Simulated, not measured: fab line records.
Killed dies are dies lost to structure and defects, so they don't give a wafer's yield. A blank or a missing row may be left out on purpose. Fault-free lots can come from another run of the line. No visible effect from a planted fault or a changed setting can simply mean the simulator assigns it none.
fab line records	flow nand-harc
record lots=24	wafers=72	last-day=32
route steps=1302 shown P_M1@307 P_M2@333 P_BONDPAD@374
lots that met no fault: from a run of the same line without faults
start-h: hours from the record's opening day to when the first of the lot's shown wafers began	wait-h: hours from the lot's prior step to this one	" same as the row above	L1.1+2: one row covering several wafers at once	- either no value or no given start	* or withheld: withheld	< > ~ a bound
route shown NAME@n: NAME is a module with steps in the file, n the number in the route of the first one	usual: mean/standard deviation taken from wafers without a fault	same: alike in all rows	chamber/n: place in a boat	sites: each site's reading	_std_site: standard deviation of those values	_edge_site: the outer-site mean with the inner-site mean subtracted	radius-mm: for every site, how far away it sits from the centre of the wafer	mask NAME#n: copy n	behind: tool/chamber where the wafer was last shaped	hold: the reason the lot was held/the length of the hold in hours/how it ended	device: the n, p or np transistor that did not switch	end of line: tests of these same wafers at the route's end	a step with no rows: only its recipe	killed: not the wafer's yield, but the dies lost to structure and defects at the first sort	map: dies across one wafer; x = killed, . = not, _ = none there
set.NAME: the run value of the setting; set.NAME@STEP: its run value at that earlier step	model.NAME: the simulator's own value behind a step, which no gauge read
a sample of lots followed through the steps of the route, with each step as a table and each wafer as a row
services: from which hour (start-h, from the record's first day; less than 0 if before it) a tool's chamber was out of use, for how many hours, and why
## steps
# step NHARC_P_M1_PVD_20
# recipe target-thk-a=50	bias-v=168.6	power-w=15000	chamber-pressure-pa=0.12	time-s=8.06	substrate-temp-c=50	material=TaN
# usual throttle-valve-pct=29.8/1.2
lot.wafer	tool	chamber	start-h	wait-h	throttle-valve-pct
L074.3	pvd-sputter-01	-	-	-	29.5
L074.4	"	-	"	"	28.4
L074.2	"	-	"	"	29.2
L075.2	pvd-sputter-02	-	-	-	30.9
L075.6	"	-	"	"	31.3
L075.5	"	-	"	"	29.4
L076.2	pvd-sputter-01	-	-	-	29.4
L076.3	"	-	"	"	32.0
L076.6	"	-	"	"	31.9
L077.3	pvd-sputter-02	-	-	-	29.1
L077.2	"	-	"	"	31.1
L077.4	"	-	"	"	30.9
L078.4	pvd-sputter-03	-	-	-	30.4
L078.3	"	-	"	"	31.2
L078.6	"	-	"	"	30.5
L079.3	pvd-sputter-01	-	-	-	29.2
L079.1	"	-	"	"	28.3
L079.6	"	-	"	"	29.2
L080.3	pvd-sputter-03	-	-	-	30.0
L080.2	"	-	"	"	28.3
L080.5	"	-	"	"	29.4
L081.3	pvd-sputter-01	-	-	-	28.0
L081.1	"	-	"	"	29.5
L081.5	"	-	"	"	29.2
L082.4	pvd-sputter-02	-	-	-	30.8
L082.2	"	-	"	"	29.3
L082.5	"	-	"	"	29.5
L084.3	pvd-sputter-01	-	-	-	28.9
L084.1	"	-	"	"	31.9
L084.4	"	-	"	"	28.3
L083.4	pvd-sputter-03	-	-	-	29.3
L083.3	"	-	"	"	30.7
L083.1	"	-	"	"	28.3
L085.3	pvd-sputter-01	-	-	-	29.6
L085.5	"	-	"	"	30.0
L085.6	"	-	"	"	27.7
L086.4	pvd-sputter-01	-	-	-	31.9
L086.1	"	-	"	"	29.9
L086.6	"	-	"	"	29.2
L087.4	pvd-sputter-01	-	-	-	28.9
L087.1	"	-	"	"	31.7
L087.6	"	-	"	"	28.9
L088.1	pvd-sputter-03	-	-	-	28.1
L088.4	"	-	"	"	30.1
L088.6	"	-	"	"	31.0
L089.4	pvd-sputter-03	-	-	-	30.3
L089.6	"	-	"	"	28.3
L089.5	"	-	"	"	30.2
L090.3	pvd-sputter-03	-	-	-	30.8
L090.4	"	-	"	"	29.5
L090.5	"	-	"	"	30.7
L091.4	pvd-sputter-03	-	-	-	30.9
L091.3	"	-	"	"	28.1
L091.5	"	-	"	"	29.3
L092.1	pvd-sputter-01	-	-	-	30.0
L092.3	"	-	"	"	32.0
L092.5	"	-	"	"	27.6
L093.3	pvd-sputter-01	-	-	-	29.9
L093.2	"	-	"	"	28.0
L093.6	"	-	"	"	29.8
L094.4	pvd-sputter-01	-	-	-	32.1
L094.1	"	-	"	"	28.2
L094.3	"	-	"	"	29.4
L096.3	pvd-sputter-02	-	-	-	30.8
L096.6	"	-	"	"	32.1
L096.5	"	-	"	"	29.9
L095.3	pvd-sputter-03	-	-	-	31.0
L095.2	"	-	"	"	28.2
L095.5	"	-	"	"	30.8
L097.4	pvd-sputter-02	-	-	-	30.9
L097.3	"	-	"	"	31.6
L097.1	"	-	"	"	29.7
# step NHARC_P_M1_CMP_23
# recipe t-overpolish-s=20	target-thk-nm=157.82
# usual motor-current-A=12.5/0.99	time-to-endpoint-s=30/3.5
lot.wafer	tool	chamber	start-h	wait-h	motor-current-A	time-to-endpoint-s
L074.3	cmp-04	1	133.99	-	13.1	34
L074.4	"	3	"	"	11.3	31
L074.2	"	0	"	"	11.2	29
L075.2	cmp-04	0	135.26	-	11.3	29
L075.5	"	1	"	"	13.7	35
L075.6	"	2	"	"	12.0	29
L076.2	cmp-03	3	145.55	-	11.6	29
L076.3	"	2	"	"	13.6	33
L076.6	"	0	"	"	13.0	21
L077.2	cmp-03	2	161.72	-	14.1	36
L077.4	"	3	"	"	12.0	28
L077.3	"	0	"	"	12.9	25
L078.3	cmp-03	0	162.63	-	13.0	26
L078.4	"	1	"	"	12.8	30
L078.6	"	0	"	"	13.1	26
L079.3	cmp-02	1	173.51	-	10.8	37
L079.1	"	2	"	"	13.2	32
L079.6	"	0	"	"	12.6	26
L080.3	cmp-02	3	190.66	-	13.4	29
L080.2	"	0	"	"	13.4	27
L080.5	"	3	"	"	13.5	27
L081.3	cmp-03	3	196.91	-	11.9	31
L081.1	"	0	"	"	13.0	29
L081.5	"	0	"	"	13.2	24
L082.4	cmp-02	3	207.29	-	13.7	26
L082.2	"	1	"	"	10.5	34
L082.5	"	3	"	"	13.7	27
L084.1	cmp-04	2	223.86	-	12.1	32
L084.3	"	3	"	"	11.6	33
L084.4	"	1	"	"	12.9	34
L083.3	cmp-03	0	224.84	-	12.2	22
L083.1	"	2	"	"	13.4	34
L083.4	"	3	"	"	12.2	32
L085.3	cmp-02	1	241.06	-	11.4	37
L085.6	"	2	"	"	12.9	28
L085.5	"	3	"	"	12.9	25
L086.1	cmp-02	1	245.84	-	9.9	34
L086.4	"	2	"	"	13.7	29
L086.6	"	2	"	"	13.4	29
L087.4	cmp-04	1	252.57	-	13.6	30
L087.1	"	2	"	"	11.6	28
L087.6	"	1	"	"	13.1	29
L088.1	cmp-03	1	270.13	-	12.5	29
L088.4	"	0	"	"	12.9	24
L088.6	"	1	"	"	12.6	28
L089.4	cmp-04	0	276.34	-	10.8	30
L089.6	"	3	"	"	11.5	34
L089.5	"	0	"	"	11.2	30
L090.4	cmp-04	1	290.55	-	13.5	33
L090.3	"	0	"	"	11.1	28
L090.5	"	2	"	"	11.6	30
L091.3	cmp-04	1	305.38	-	12.6	35
L091.4	"	2	"	"	11.8	30
L091.5	"	1	"	"	12.3	32
L092.3	cmp-04	2	317.13	-	12.1	32
L092.1	"	0	"	"	11.2	27
L092.5	"	2	"	"	11.5	29
L093.2	cmp-04	3	322.93	-	11.4	32
L093.3	"	2	"	"	11.6	32
L093.6	"	0	"	"	11.8	28
L094.3	cmp-03	1	326.77	-	12.3	26
L094.4	"	2	"	"	14.5	35
L094.1	"	0	"	"	12.9	26
L096.3	cmp-04	0	339.56	-	11.4	30
L096.6	"	0	"	"	11.5	29
L096.5	"	1	"	"	12.4	32
L095.3	cmp-02	2	340.45	-	13.4	28
L095.2	"	0	"	"	13.5	25
L095.5	"	2	"	"	12.9	29
L097.4	cmp-03	1	356.84	-	12.9	26
L097.1	"	2	"	"	14.2	32
L097.3	"	0	"	"	12.9	20
# step NHARC_P_M2_ETCH_15
# recipe target-depth-a=1825	time-s=91.2	c4f8-flow-sccm=withheld	ar-flow-sccm=400	rf-w=600	bias-w=300	chemistry=C4F8/Ar
# usual oes-product-au=0.939/0.025	rf-vpp-V=440.7/2.9
lot.wafer	tool	chamber	start-h	wait-h	oes-product-au	rf-hours-counter-h	rf-vpp-V
L074.2	rie-diel-12	3	-	-	0.937	2	441.3
L074.4	"	0	"	"	0.935	3	442.6
L074.3	"	1	"	"	0.934	3	441.0
L075.2	rie-diel-03	1	-	-	0.918	1	442.3
L075.5	"	0	"	"	0.909	-	441.9
L075.6	"	1	"	"	0.920	-	440.8
L076.3	rie-diel-13	1	-	-	0.919	7	445.7
L076.2	"	3	"	"	0.931	7	439.6
L076.6	"	1	"	"	0.923	-	445.0
L077.2	rie-diel-13	2	-	-	0.952	7	446.0
L077.4	"	3	"	"	0.975	8	440.0
L077.3	"	0	"	"	0.988	8	436.7
L078.4	rie-diel-03	1	-	-	0.931	2	444.0
L078.3	"	2	"	"	0.915	3	438.8
L078.6	"	2	"	"	0.919	-	439.0
L079.1	rie-diel-13	0	-	-	0.973	0	436.1
L079.3	"	2	"	"	0.973	0	444.1
L079.6	"	0	"	"	0.959	-	435.9
L080.2	rie-diel-13	2	-	-	0.964	1	445.4
L080.3	"	0	"	"	0.958	1	438.3
L080.5	"	1	"	"	0.958	-	444.9
L081.1	rie-diel-12	1	-	-	0.935	8	440.5
L081.3	"	2	"	"	0.933	8	437.7
L081.5	"	2	"	"	0.929	-	439.3
L082.2	rie-diel-03	1	-	-	0.943	4	442.2
L082.4	"	3	"	"	0.924	5	436.6
L082.5	"	2	"	"	0.929	-	438.5
L084.1	rie-diel-03	0	-	-	0.930	6	443.7
L084.3	"	1	"	"	0.928	4	442.9
L084.4	"	2	"	"	0.913	6	438.3
L083.3	rie-diel-03	0	-	-	0.925	6	440.0
L083.1	"	1	"	"	0.916	4	443.0
L083.4	"	2	"	"	0.916	6	438.4
L085.3	rie-diel-13	3	-	-	0.988	4	439.9
L085.6	"	0	"	"	0.989	-	436.6
L085.5	"	1	"	"	0.946	-	444.1
L086.4	rie-diel-03	2	-	-	0.916	8	437.8
L086.1	"	0	"	"	0.919	7	441.6
L086.6	"	3	"	"	0.916	-	437.3
L087.4	rie-diel-03	1	-	-	0.921	6	441.2
L087.1	"	3	"	"	0.891	8	439.3
L087.6	"	1	"	"	0.917	-	442.1
L088.4	rie-diel-03	3	-	-	0.906	8	438.3
L088.1	"	2	"	"	0.920	9	437.6
L088.6	"	3	"	"	0.891	-	436.3
L089.4	rie-diel-12	1	-	-	0.980	0	441.1
L089.6	"	3	"	"	0.962	-	440.8
L089.5	"	0	"	"	0.976	-	443.7
L090.3	rie-diel-12	1	-	-	0.962	1	440.0
L090.4	"	2	"	"	0.977	1	438.2
L090.5	"	2	"	"	0.967	-	438.7
L091.3	rie-diel-03	1	-	-	0.976	1	443.4
L091.4	"	2	"	"	0.982	1	438.9
L091.5	"	1	"	"	0.966	-	444.0
L092.3	rie-diel-13	0	-	-	0.928	7	436.4
L092.1	"	2	"	"	0.908	6	444.4
L092.5	"	0	"	"	0.931	-	437.3
L093.3	rie-diel-13	0	-	-	0.930	8	435.2
L093.2	"	2	"	"	0.903	7	445.4
L093.6	"	0	"	"	0.928	-	437.7
L094.3	rie-diel-13	0	-	-	0.932	8	437.3
L094.1	"	3	"	"	0.929	8	439.8
L094.4	"	2	"	"	0.912	-	445.6
L096.3	rie-diel-13	2	-	-	0.945	8	447.9
L096.6	"	1	"	"	0.944	-	442.4
L096.5	"	2	"	"	0.952	-	445.5
L095.3	rie-diel-12	2	-	-	0.931	5	439.2
L095.2	"	3	"	"	0.920	5	438.5
L095.5	"	1	"	"	0.931	-	440.5
L097.1	rie-diel-13	0	-	-	0.992	0	437.1
L097.4	"	2	"	"	0.938	0	445.3
L097.3	"	3	"	"	0.984	0	439.4
# step NHARC_P_M2_PRE_CLEAN_30
# recipe time-s=30	temp-c=280	gas=H2/He
# usual heater-power-w=442/42
lot.wafer	tool	chamber	start-h	wait-h	heater-power-w
L074.3	pvd-sputter-03	-	-	-	456
L074.4	"	-	"	"	365
L074.2	"	-	"	"	471
L075.2	pvd-sputter-02	-	-	-	383
L075.6	"	-	"	"	488
L075.5	"	-	"	"	455
L076.2	pvd-sputter-01	-	-	-	431
L076.3	"	-	"	"	410
L076.6	"	-	"	"	480
L077.2	pvd-sputter-03	-	-	-	374
L077.3	"	-	"	"	476
L077.4	"	-	"	"	460
L078.4	pvd-sputter-01	-	-	-	478
L078.3	"	-	"	"	432
L078.6	"	-	"	"	454
L079.3	pvd-sputter-01	-	-	-	439
L079.1	"	-	"	"	412
L079.6	"	-	"	"	440
L080.3	pvd-sputter-02	-	-	-	377
L080.2	"	-	"	"	498
L080.5	"	-	"	"	455
L081.3	pvd-sputter-03	-	-	-	492
L081.1	"	-	"	"	365
L081.5	"	-	"	"	478
L082.4	pvd-sputter-02	-	-	-	443
L082.2	"	-	"	"	458
L082.5	"	-	"	"	438
L084.3	pvd-sputter-02	-	-	-	377
L084.4	"	-	"	"	499
L084.1	"	-	"	"	450
L083.1	pvd-sputter-02	-	-	-	387
L083.3	"	-	"	"	497
L083.4	"	-	"	"	450
L085.3	pvd-sputter-02	-	-	-	497
L085.5	"	-	"	"	432
L085.6	"	-	"	"	451
L086.1	pvd-sputter-02	-	-	-	383
L086.4	"	-	"	"	490
L086.6	"	-	"	"	381
L087.4	pvd-sputter-02	-	-	-	505
L087.1	"	-	"	"	453
L087.6	"	-	"	"	378
L088.1	pvd-sputter-03	-	-	-	473
L088.4	"	-	"	"	470
L088.6	"	-	"	"	445
L089.4	pvd-sputter-02	-	-	-	378
L089.6	"	-	"	"	453
L089.5	"	-	"	"	385
L090.3	pvd-sputter-02	-	-	-	366
L090.4	"	-	"	"	489
L090.5	"	-	"	"	492
L091.3	pvd-sputter-03	-	-	-	375
L091.4	"	-	"	"	446
L091.5	"	-	"	"	484
L092.3	pvd-sputter-02	-	-	-	368
L092.1	"	-	"	"	440
L092.5	"	-	"	"	376
L093.3	pvd-sputter-02	-	-	-	448
L093.2	"	-	"	"	365
L093.6	"	-	"	"	429
L094.3	pvd-sputter-02	-	-	-	448
L094.1	"	-	"	"	438
L094.4	"	-	"	"	489
L096.3	pvd-sputter-03	-	-	-	446
L096.6	"	-	"	"	371
L096.5	"	-	"	"	444
L095.3	pvd-sputter-02	-	-	-	506
L095.2	"	-	"	"	452
L095.5	"	-	"	"	502
L097.3	pvd-sputter-02	-	-	-	455
L097.4	"	-	"	"	492
L097.1	"	-	"	"	438
# step NHARC_P_M2_THK_MEAS_24
# recipe thk-meas-gauge=xrf
# usual thk-nm=145.1/1.9
lot.wafer	tool	chamber	start-h	wait-h	thk-nm
L074.2	film-metro-01	-	138.47	-	143.6
L074.3	"	-	"	"	145.2
L074.4	"	-	"	"	146.9
L075.2	film-metro-02	-	140.15	-	145.0
L075.5	"	-	"	"	144.1
L075.6	"	-	"	"	143.7
L076.2	film-metro-01	-	150.03	-	145.8
L076.3	"	-	"	"	143.6
L076.6	"	-	"	"	147.4
L077.2	film-metro-02	-	166.19	-	144.5
L077.3	"	-	"	"	143.3
L077.4	"	-	"	"	144.4
L078.3	film-metro-01	-	167.10	-	147.5
L078.4	"	-	"	"	147.8
L078.6	"	-	"	"	145.8
L079.1	film-metro-01	-	177.80	-	146.1
L079.3	"	-	"	"	146.5
L079.6	"	-	"	"	146.5
L080.2	film-metro-02	-	195.12	-	145.9
L080.3	"	-	"	"	144.4
L080.5	"	-	"	"	149.3
L081.1	film-metro-01	-	201.62	-	146.0
L081.3	"	-	"	"	144.6
L081.5	"	-	"	"	143.8
L082.2	film-metro-02	-	211.75	-	143.5
L082.4	"	-	"	"	144.7
L082.5	"	-	"	"	142.6
L084.1	film-metro-01	-	228.32	-	144.2
L084.3	"	-	"	"	143.2
L084.4	"	-	"	"	145.5
L083.1	film-metro-01	-	229.32	-	145.8
L083.3	"	-	"	"	144.4
L083.4	"	-	"	"	143.0
L085.3	film-metro-02	-	245.69	-	147.0
L085.5	"	-	"	"	145.4
L085.6	"	-	"	"	147.6
L086.1	film-metro-01	-	250.65	-	146.0
L086.4	"	-	"	"	143.1
L086.6	"	-	"	"	145.9
L087.1	film-metro-02	-	257.04	-	143.4
L087.4	"	-	"	"	142.3
L087.6	"	-	"	"	144.8
L088.1	film-metro-01	-	274.67	-	145.5
L088.4	"	-	"	"	148.3
L088.6	"	-	"	"	147.8
L089.4	film-metro-01	-	280.70	-	144.1
L089.5	"	-	"	"	147.1
L089.6	"	-	"	"	146.4
L090.3	film-metro-02	-	295.70	-	143.1
L090.4	"	-	"	"	144.7
L090.5	"	-	"	"	146.6
L091.3	film-metro-02	-	309.84	-	143.1
L091.4	"	-	"	"	147.3
L091.5	"	-	"	"	142.3
L092.1	film-metro-01	-	321.79	-	144.0
L092.3	"	-	"	"	144.9
L092.5	"	-	"	"	147.4
L093.2	film-metro-01	-	327.44	-	149.7
L093.3	"	-	"	"	144.7
L093.6	"	-	"	"	150.0
L094.1	film-metro-01	-	331.32	-	141.9
L094.3	"	-	"	"	142.2
L094.4	"	-	"	"	146.3
L096.3	film-metro-02	-	344.08	-	146.5
L096.5	"	-	"	"	145.6
L096.6	"	-	"	"	144.8
L095.2	film-metro-02	-	344.91	-	144.5
L095.3	"	-	"	"	146.1
L095.5	"	-	"	"	146.3
L097.1	film-metro-02	-	361.34	-	143.4
L097.3	"	-	"	"	145.3
L097.4	"	-	"	"	144.5
# step NHARC_P_BONDPAD_DEGAS_25
# recipe temp-c=300	time-s=60
# usual heater-power-w=499/47
lot.wafer	tool	chamber	start-h	wait-h	heater-power-w
L074.4	pvd-sputter-01	-	141.59	-	507
L074.2	"	-	"	"	526
L074.3	"	-	"	"	456
L075.2	pvd-sputter-01	-	143.17	-	463
L075.6	"	-	"	"	545
L075.5	"	-	"	"	488
L076.2	pvd-sputter-01	-	153.29	-	495
L076.3	"	-	"	"	458
L076.6	"	-	"	"	532
L077.2	pvd-sputter-02	-	169.28	-	425
L077.4	"	-	"	"	500
L077.3	"	-	"	"	512
L078.3	pvd-sputter-02	-	170.57	-	521
L078.4	"	-	"	"	435
L078.6	"	-	"	"	520
L079.1	pvd-sputter-03	-	180.91	-	528
L079.3	"	-	"	"	541
L079.6	"	-	"	"	528
L080.3	pvd-sputter-03	-	198.13	-	534
L080.2	"	-	"	"	426
L080.5	"	-	"	"	499
L081.1	pvd-sputter-01	-	204.84	-	453
L081.3	"	-	"	"	511
L081.5	"	-	"	"	502
L082.2	pvd-sputter-01	-	214.73	-	518
L082.4	"	-	"	"	540
L082.5	"	-	"	"	492
L084.3	pvd-sputter-02	-	231.28	-	577
L084.1	"	-	"	"	511
L084.4	"	-	"	"	522
L083.1	pvd-sputter-03	-	232.41	-	516
L083.4	"	-	"	"	567
L083.3	"	-	"	"	417
L085.3	pvd-sputter-03	-	248.96	-	536
L085.6	"	-	"	"	552
L085.5	"	-	"	"	426
L086.1	pvd-sputter-03	-	253.75	-	503
L086.4	"	-	"	"	546
L086.6	"	-	"	"	510
L087.1	pvd-sputter-03	-	260.12	-	416
L087.4	"	-	"	"	545
L087.6	"	-	"	"	419
L088.4	pvd-sputter-03	-	277.91	-	553
L088.1	"	-	"	"	423
L088.6	"	-	"	"	422
L089.4	pvd-sputter-03	-	283.80	-	419
L089.5	"	-	"	"	530
L089.6	"	-	"	"	536
L090.4	pvd-sputter-03	-	298.64	-	489
L090.3	"	-	"	"	532
L090.5	"	-	"	"	491
L091.4	pvd-sputter-02	-	312.96	-	423
L091.3	"	-	"	"	504
L091.5	"	-	"	"	411
L092.3	pvd-sputter-03	-	324.80	-	504
L092.1	"	-	"	"	424
L092.5	"	-	"	"	533
L093.2	pvd-sputter-02	-	330.55	-	575
L093.3	"	-	"	"	416
L093.6	"	-	"	"	506
L094.4	pvd-sputter-01	-	334.41	-	431
L094.3	"	-	"	"	501
L094.1	"	-	"	"	542
L096.3	pvd-sputter-01	-	347.16	-	430
L096.6	"	-	"	"	444
L096.5	"	-	"	"	497
L095.2	pvd-sputter-02	-	348.02	-	421
L095.3	"	-	"	"	559
L095.5	"	-	"	"	414
L097.1	pvd-sputter-01	-	364.27	-	512
L097.4	"	-	"	"	549
L097.3	"	-	"	"	510
## services
tool	chamber	start-h	hours	kind
cmp-04	-	111.05	4.0	pm
rie-diel-13	2	112.64	8.1	repair
pvd-sputter-01	-	115.74	3.3	repair
pvd-sputter-01	-	151.74	0.8	repair
cmp-04	-	154.42	1.0	repair
rie-diel-13	-	165.02	9.0	pm
pvd-sputter-03	-	170.00	10.0	pm
cmp-04	-	193.94	1.5	repair
pvd-sputter-02	-	198.33	7.1	repair
rie-diel-13	-	202.91	3.7	repair
cmp-04	-	209.05	4.0	pm
pvd-sputter-01	-	226.07	10.0	pm
pvd-sputter-03	-	237.53	10.7	repair
cmp-04	-	272.24	0.2	repair
cmp-04	-	273.79	0.8	repair
pvd-sputter-01	-	280.42	4.2	repair
pvd-sputter-02	-	282.00	10.0	pm
pvd-sputter-01	-	297.18	9.8	repair
cmp-04	-	299.91	2.3	repair
rie-diel-13	-	307.00	3.0	repair
cmp-04	-	307.05	4.0	pm
rie-diel-13	1	318.56	13.0	repair
cmp-04	-	318.60	2.3	repair
pvd-sputter-03	-	348.00	10.0	pm
## key
fault none
